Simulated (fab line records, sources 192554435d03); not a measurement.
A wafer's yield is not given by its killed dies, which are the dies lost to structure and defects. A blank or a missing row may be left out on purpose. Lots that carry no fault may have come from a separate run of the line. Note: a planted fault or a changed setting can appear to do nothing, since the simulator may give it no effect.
Chamber matching || flow n5Finfet || 4 sister chambers for N5_BEOL_M5_ETCH_75 on rieDiel-02
The step etches underlayer in N2/H2, target depth 6.5 nm, time 5.2 s. 16 wafers are shown with their chamber, then 8 later ones without.

WAFERS, EACH WITH ITS CHAMBER
{"wafer": "L074.1", "chamber": 2, "drypumpMotorCurrentA (A)": 5.85, "showerheadPlenumPTorr (Torr)": 2.58, "throttleValvePct (%)": 17.34}
{"wafer": "L074.2", "chamber": 0, "drypumpMotorCurrentA (A)": 5.12, "showerheadPlenumPTorr (Torr)": 2.62, "throttleValvePct (%)": 18.07}
{"wafer": "L074.5", "chamber": 3, "drypumpMotorCurrentA (A)": 5.33, "showerheadPlenumPTorr (Torr)": 2.43, "throttleValvePct (%)": 17.87}
{"wafer": "L076.1", "chamber": 0, "drypumpMotorCurrentA (A)": 5.12, "showerheadPlenumPTorr (Torr)": 2.61, "throttleValvePct (%)": 18.05}
{"wafer": "L076.2", "chamber": 2, "drypumpMotorCurrentA (A)": 5.81, "showerheadPlenumPTorr (Torr)": 2.58, "throttleValvePct (%)": 17.33}
{"wafer": "L076.4", "chamber": 1, "drypumpMotorCurrentA (A)": 5.69, "showerheadPlenumPTorr (Torr)": 2.48, "throttleValvePct (%)": 17.84}
{"wafer": "L078.2", "chamber": 0, "drypumpMotorCurrentA (A)": 5.10, "showerheadPlenumPTorr (Torr)": 2.61, "throttleValvePct (%)": 18.07}
{"wafer": "L078.3", "chamber": 2, "drypumpMotorCurrentA (A)": 5.87, "showerheadPlenumPTorr (Torr)": 2.58, "throttleValvePct (%)": 17.33}
{"wafer": "L078.6", "chamber": 3, "drypumpMotorCurrentA (A)": 5.31, "showerheadPlenumPTorr (Torr)": 2.43, "throttleValvePct (%)": 17.85}
{"wafer": "L081.3", "chamber": 2, "drypumpMotorCurrentA (A)": 5.85, "showerheadPlenumPTorr (Torr)": 2.57, "throttleValvePct (%)": 17.34}
{"wafer": "L081.4", "chamber": 3, "drypumpMotorCurrentA (A)": 5.32, "showerheadPlenumPTorr (Torr)": 2.43, "throttleValvePct (%)": 17.88}
{"wafer": "L081.5", "chamber": 3, "drypumpMotorCurrentA (A)": 5.33, "showerheadPlenumPTorr (Torr)": 2.43, "throttleValvePct (%)": 17.87}
{"wafer": "L087.1", "chamber": 1, "drypumpMotorCurrentA (A)": 5.68, "showerheadPlenumPTorr (Torr)": 2.47, "throttleValvePct (%)": 17.84}
{"wafer": "L087.5", "chamber": 0, "drypumpMotorCurrentA (A)": 5.14, "showerheadPlenumPTorr (Torr)": 2.61, "throttleValvePct (%)": 17.64}
{"wafer": "L087.6", "chamber": 1, "drypumpMotorCurrentA (A)": 5.68, "showerheadPlenumPTorr (Torr)": 2.47, "throttleValvePct (%)": 17.84}
{"wafer": "L090.3", "chamber": 2, "drypumpMotorCurrentA (A)": 5.88, "showerheadPlenumPTorr (Torr)": 2.56, "throttleValvePct (%)": 17.38}

SIGNATURES, as means of the wafers listed above
{"reading": "drypumpMotorCurrentA", "chamber 0": 5.1200, "chamber 1": 5.6833, "chamber 2": 5.8520, "chamber 3": 5.3225, "scatter within a chamber": 0.0183}
{"reading": "showerheadPlenumPTorr", "chamber 0": 2.6125, "chamber 1": 2.4733, "chamber 2": 2.5740, "chamber 3": 2.4300, "scatter within a chamber": 0.0062}
{"reading": "throttleValvePct", "chamber 0": 17.9575, "chamber 1": 17.8400, "chamber 2": 17.3440, "chamber 3": 17.8675, "scatter within a chamber": 0.107}
Rule: a wafer lies at a distance from a chamber equal to the root of the sum of squares, over the readings, of (its reading less the chamber's mean, divided by the reading's scatter). If the next closest chamber is less than 2 further off than the closest, the wafer can't be placed; otherwise it belongs to the closest. The scatter is the square root of a quotient: the sum, over the shown wafers, of each reading's squared deviation from its chamber's mean, divided by wafers minus chambers.

WAFERS MISSING THEIR CHAMBER
{"wafer": "L090.5", "drypumpMotorCurrentA (A)": 5.12, "showerheadPlenumPTorr (Torr)": 2.60, "throttleValvePct (%)": 17.65}
{"wafer": "L090.6", "drypumpMotorCurrentA (A)": 5.32, "showerheadPlenumPTorr (Torr)": 2.42, "throttleValvePct (%)": 17.94}
{"wafer": "L092.2", "drypumpMotorCurrentA (A)": 5.10, "showerheadPlenumPTorr (Torr)": 2.60, "throttleValvePct (%)": 17.65}
{"wafer": "L092.4", "drypumpMotorCurrentA (A)": 5.34, "showerheadPlenumPTorr (Torr)": 2.42, "throttleValvePct (%)": 17.91}
{"wafer": "L092.6", "drypumpMotorCurrentA (A)": 5.11, "showerheadPlenumPTorr (Torr)": 2.60, "throttleValvePct (%)": 17.64}
{"wafer": "L097.1", "drypumpMotorCurrentA (A)": 5.83, "showerheadPlenumPTorr (Torr)": 2.56, "throttleValvePct (%)": 17.39}
{"wafer": "L097.2", "drypumpMotorCurrentA (A)": 5.66, "showerheadPlenumPTorr (Torr)": 2.46, "throttleValvePct (%)": 17.88}
{"wafer": "L097.3", "drypumpMotorCurrentA (A)": 5.34, "showerheadPlenumPTorr (Torr)": 2.42, "throttleValvePct (%)": 17.92}

WHICH CHAMBER EACH WENT THROUGH
{"wafer": "L090.5", "from the rows above": 0, "in truth": 0}
{"wafer": "L090.6", "from the rows above": 3, "in truth": 3}
{"wafer": "L092.2", "from the rows above": 0, "in truth": 0}
{"wafer": "L092.4", "from the rows above": 3, "in truth": 3}
{"wafer": "L092.6", "from the rows above": 0, "in truth": 0}
{"wafer": "L097.1", "from the rows above": 2, "in truth": 2}
{"wafer": "L097.2", "from the rows above": 1, "in truth": 1}
{"wafer": "L097.3", "from the rows above": 3, "in truth": 3}
Placed correctly: 8 of 8. Number that these rows cannot place: 0. Number placed wrongly: 0.
